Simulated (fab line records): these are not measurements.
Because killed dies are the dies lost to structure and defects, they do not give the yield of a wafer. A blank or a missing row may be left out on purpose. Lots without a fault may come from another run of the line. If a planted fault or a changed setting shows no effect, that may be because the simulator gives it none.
Code-filled problem report in 8D (eight disciplines) form | flow nandHarc | the parts of the form that need people (team, actions taken, sign-off) are left out

## 1. WHAT IS WRONG
runLengthS at NHARC_A_DECK1_JOINT_ETCHBACK_07 reads a mean of 46.5 s on 2 wafers of 2 lots; wafers without a fault read 48.4 s with a standard deviation of 0.41. Relative to the usual mean, that is a shift of -4.5 standard deviations.
The step: etches the open film in HBr, target depth 105 nm, time 26.9 s.
First observed at day 17 22:56: wafer L498.2, on rieSi-01. The record holds 32 wafers of 12 lots with a number at this step. By rule, "out" or "out of limits" means more than 4 standard deviations away from the usual mean. All remaining wafers that have a number are taken as sound.

## 2. WHAT IT IS, AND WHAT IT ISN'T
question                    | is                     | is not
which readings at this step | runLengthS             | oesProductAu
which lots                  | L498, L499             | L482, L483, L484, L486, L487, L488, L491, L501, L502, L503
which wafers of those lots  | all that have a number | -
read on which tools         | rieSi-01               | rieSi-02, rieSi-05
when                        | from day 17 22:56      | up to then (21 sound wafers); but 9 sound wafers of L501, L502, L503 came after

## 3. WHAT RULES OUT EACH SUSPECT
Counting: a tool stays on the suspect list if, at a process step up to the reading, it processed all lots that are out and no sound lot following the first of them.
- harEtch-01 at NHARC_A_CHANNEL_HOLE_D1_ETCH_25 (etches the open film in C4F8/O2/Ar, time 1040.2 s, target depth 1500 nm): ruled out as a lasting fault. Sound lots L502 ran on it after its first lot that is out, L498 (day 15 13:16).
- rieSi-01 at NHARC_A_DECK1_JOINT_ETCHBACK_07 (etches the open film in HBr, target depth 105 nm, time 26.9 s): kept. It processed each lot that is out, first L498 at day 17 22:56, and no sound lot thereafter; up to then, the last sound lot it processed was L486 at day 12 17:27. On those wafers its own readings are out: runLengthS.
Left after counting: rieSi-01 at NHARC_A_DECK1_JOINT_ETCHBACK_07.

## 4. THE CAUSE (what the simulator had put in)
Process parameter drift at NHARC_A_DECK1_JOINT_ETCHBACK_07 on rieSi-01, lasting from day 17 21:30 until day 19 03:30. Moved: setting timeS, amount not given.
Only this tool survived the counting.

## 5. THE CHAIN OF EFFECTS, in route order
Each row: a reading where the mean over the struck wafers with a number is more than 3 standard deviations away from the usual. Only readings for which the record gives a usual standard deviation are gone through. hours: the time from each lot's start at the first step in this table that gives one to its start at this step, as a median over the lots. sigmas: the change in usual standard deviations.
hours | step                            | reading    | usual  | on struck wafers | change | sigmas
0     | NHARC_A_DECK1_JOINT_ETCHBACK_07 | runLengthS | 48.4 s | 46.5             | -1.9   | -4.5
Process steps it contains:
- NHARC_A_DECK1_JOINT_ETCHBACK_07: etches the open film in HBr, target depth 105 nm, time 26.9 s.
Readings that are blank on the struck wafers while sound wafers have them: biasW at NHARC_A_DECK1_JOINT_ETCHBACK_07; rfFwdPowerW at NHARC_A_DECK1_JOINT_ETCHBACK_07.
Later measuring or inspecting steps at which every struck wafer that the step has a row for has a number for every such reading, and none has moved that far: NHARC_END_SORT_01.

## 6. HOW IT WOULD HAVE BEEN CAUGHT EARLIER
In this record the first reading out of limits was taken at day 17 22:56, 1 hour after the fault began at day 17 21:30.
